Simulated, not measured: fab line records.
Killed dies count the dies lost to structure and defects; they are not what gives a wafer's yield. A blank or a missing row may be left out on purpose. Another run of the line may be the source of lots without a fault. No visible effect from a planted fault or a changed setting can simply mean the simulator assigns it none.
Matching of chambers :: flow nand harc :: rie diel-05 running NHARC_A_CHANNEL_FILL_D1_ETCHBACK_08: 4 sister chambers
The step etches the open film in C4F8, target depth 220 nm, time 110 s. 14 wafers are shown with their chamber, then 7 later ones without.

EACH WAFER AND ITS CHAMBER
wafer: L803.2
chamber: 1
rf vpp V (V): 440.9
chamber pressure mTorr (mTorr): 25.009
oes product au (a.u.): 0.94

wafer: L803.3
chamber: 0
rf vpp V (V): 440.6
chamber pressure mTorr (mTorr): 25.013
oes product au (a.u.): 0.92

wafer: L803.6
chamber: 0
rf vpp V (V): 438.9
chamber pressure mTorr (mTorr): 25.056
oes product au (a.u.): 0.91

wafer: L812.1
chamber: 2
rf vpp V (V): 438.7
chamber pressure mTorr (mTorr): 24.997
oes product au (a.u.): 0.94

wafer: L812.2
chamber: 3
rf vpp V (V): 444.9
chamber pressure mTorr (mTorr): 25.023
oes product au (a.u.): 0.92

wafer: L812.5
chamber: 1
rf vpp V (V): 441.6
chamber pressure mTorr (mTorr): 24.970
oes product au (a.u.): 0.94

wafer: L815.1
chamber: 2
rf vpp V (V): 439.7
chamber pressure mTorr (mTorr): 24.965
oes product au (a.u.): 0.94

wafer: L815.2
chamber: 1
rf vpp V (V): 443.8
chamber pressure mTorr (mTorr): 24.980
oes product au (a.u.): 0.94

wafer: L815.4
chamber: 0
rf vpp V (V): 441.0
chamber pressure mTorr (mTorr): 25.058
oes product au (a.u.): 0.94

wafer: L817.2
chamber: 1
rf vpp V (V): 441.9
chamber pressure mTorr (mTorr): 24.975
oes product au (a.u.): 0.92

wafer: L817.4
chamber: 3
rf vpp V (V): 446.1
chamber pressure mTorr (mTorr): 25.001
oes product au (a.u.): 0.93

wafer: L817.6
chamber: 0
rf vpp V (V): 440.6
chamber pressure mTorr (mTorr): 25.016
oes product au (a.u.): 0.92

wafer: L819.1
chamber: 0
rf vpp V (V): 440.5
chamber pressure mTorr (mTorr): 25.005
oes product au (a.u.): 1.00

wafer: L819.2
chamber: 2
rf vpp V (V): 440.0
chamber pressure mTorr (mTorr): 24.978
oes product au (a.u.): 1.01

SIGNATURES, as means of the wafers listed above
reading: rf vpp V
chamber 0: 440.320
chamber 1: 442.050
chamber 2: 439.467
chamber 3: 445.500
scatter within a chamber: 0.945

reading: chamber pressure mTorr
chamber 0: 25.02960
chamber 1: 24.98350
chamber 2: 24.98000
chamber 3: 25.01200
scatter within a chamber: 0.0206

reading: oes product au
chamber 0: 0.9380
chamber 1: 0.9350
chamber 2: 0.9633
chamber 3: 0.9250
scatter within a chamber: 0.0298
Rule: a wafer lies at a distance from a chamber equal to the root of the sum of squares, over the readings, of (its reading less the chamber's mean, divided by the reading's scatter). The wafer belongs to the nearest chamber; if the next one is less than 2 further off, it can't be placed. The scatter: the root of (the sum of the squares of (reading less its chamber's mean) over the shown wafers, divided by (wafers less chambers)).

WAFERS WITH NO CHAMBER GIVEN
wafer: L819.5
rf vpp V (V): 440.6
chamber pressure mTorr (mTorr): 25.027
oes product au (a.u.): 0.99

wafer: L820.2
rf vpp V (V): 441.0
chamber pressure mTorr (mTorr): 24.997
oes product au (a.u.): 0.94

wafer: L820.3
rf vpp V (V): 440.8
chamber pressure mTorr (mTorr): 24.957
oes product au (a.u.): 0.92

wafer: L820.6
rf vpp V (V): 439.6
chamber pressure mTorr (mTorr): 25.021
oes product au (a.u.): 0.94

wafer: L824.2
rf vpp V (V): 445.1
chamber pressure mTorr (mTorr): 25.032
oes product au (a.u.): 1.01

wafer: L824.4
rf vpp V (V): 443.4
chamber pressure mTorr (mTorr): 24.982
oes product au (a.u.): 1.03

wafer: L824.5
rf vpp V (V): 439.7
chamber pressure mTorr (mTorr): 25.037
oes product au (a.u.): 1.00

WHICH CHAMBER EACH WENT THROUGH
wafer: L819.5
from the rows above: can't be placed: 0 or 2 or 1
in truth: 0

wafer: L820.2
from the rows above: can't be placed: 1 or 0 or 2
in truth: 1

wafer: L820.3
from the rows above: can't be placed: 1 or 2 or 0
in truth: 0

wafer: L820.6
from the rows above: can't be placed: 0 or 2
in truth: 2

wafer: L824.2
from the rows above: can't be placed: 3 or 1
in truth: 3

wafer: L824.4
from the rows above: can't be placed: 1 or 3 or 2 or 0
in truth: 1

wafer: L824.5
from the rows above: can't be placed: 0 or 2 or 1
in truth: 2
0 of 7 placed correctly. Cannot be placed on the basis of these rows: 7; the candidates contain the true chamber in 7. 0 placed wrongly.
